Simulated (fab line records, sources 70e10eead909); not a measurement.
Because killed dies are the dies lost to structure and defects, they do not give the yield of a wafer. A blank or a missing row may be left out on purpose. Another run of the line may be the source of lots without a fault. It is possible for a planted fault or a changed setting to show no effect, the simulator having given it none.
Struck lot and sound lot, side by side	flow nand_harc	14 out of 1159 route steps
Sound: the wafers L602.1, L602.5, L602.6. Struck: wafers L606.5, L606.6 (left out: L606.3, a lot-mate that was not struck); the cause follows at the end.
Each step with rows lists, per side, the tool, then ch with its chambers, then its first start. Under that, the readings that differ: sound wafers	struck wafers	difference of the means	sigmas: that difference in standard deviations of wafers without a fault.
alike: a reading whose means differ by less than 2 such deviations, as well as words and numbers matching on both sides. not compared: withheld readings; readings where some wafer has no value; bounds like >300 that might hide an equal value; numbers whose values overlap and for which the record gives no deviation.
Wherever a step has rows on one side only, a row that says differs or no value, or a row with sigmas, the two part there. Numbers that have no deviation but don't overlap get no sigmas and don't part them. A reading that every wafer of one side lacks parts them only if that side has two wafers or more.

NHARC_A_ZERO_WELL_INSPECT_17:
  sound on defect_inspect-01, day 7 14:13; struck on defect_inspect-02, day 8 23:13
  alike: raw_defect_count
then, 3 steps without rows for these wafers: NHARC_A_SOURCE_PLATE_PRECLEAN_00 (cleans in HF-LAST, time 60 s); NHARC_A_SOURCE_PLATE_SRD_01; NHARC_A_SOURCE_PLATE_OXIDE_02 (material SiO2, target thk 10 nm, ox time 1362 s).
NHARC_A_SOURCE_PLATE_THK_MEAS_09: measures by ellipsometry.
  sound on film_metro-02, day 7 20:37; struck on film_metro-02, day 9 06:38
  alike: thk_nm
then, 3 steps without rows for these wafers: NHARC_A_SOURCE_PLATE_PVD_04 (deposits WSi2, target thk 50 nm); NHARC_A_SOURCE_PLATE_CVD_03 (deposits poly-Si, target thk 200 nm, time 4000 s); NHARC_A_SOURCE_PLATE_ANNEAL_05 (time 1800 s).
NHARC_A_SOURCE_PLATE_THK_MEAS_06: measures by ellipsometry.
  sound on film_metro-01, day 8 09:35; struck on film_metro-01, day 9 19:36
  alike: thk_nm
NHARC_A_SOURCE_PLATE_INSPECT_08:
  sound on defect_inspect-01, day 8 09:39; struck on defect_inspect-02, day 9 19:43
  alike: raw_defect_count
NHARC_A_ONON_D1_DEP_00: target thk 1000 nm.
  sound on pecvd_onon-04 ch 0, day 8 09:43; struck on pecvd_onon-04 ch 0, day 9 19:53
  alike: n2_flow_sccm
NHARC_A_ONON_D1_THK_MEAS_02: measures by ellipsometry.
  sound on film_metro-02, day 8 10:15; struck on film_metro-01, day 9 20:17
reading	sound	struck	difference	sigmas
thk_nm (nm)	991 992 990	1041 1038	+48	+4
then, 1 step without rows for these wafers: NHARC_A_ONON_D1_DEP_03 (target thk 1000 nm).
-- jump in the record: it breaks off in module A_ONON_D1 and resumes in module END (first step shown: number 1159 of the route), and 12 days separate the struck wafers' starts before and after --
NHARC_END_SORT_01:
  sound on prober-02 ch 0, day 20 10:07; struck on prober-02 ch 0, day 21 17:13
reading	sound	struck	difference	sigmas
killed_at_array	27 29 18	636 629	+608	+61
killed_dies	36 32 24	642 633	+607	+63
  alike: killed_at_other, killed_at_periphery, killed_open, killed_short

## WHERE THEY PART
First at NHARC_A_ONON_D1_THK_MEAS_02; last, within this record, at NHARC_END_SORT_01.

WHY: what the simulator had put in
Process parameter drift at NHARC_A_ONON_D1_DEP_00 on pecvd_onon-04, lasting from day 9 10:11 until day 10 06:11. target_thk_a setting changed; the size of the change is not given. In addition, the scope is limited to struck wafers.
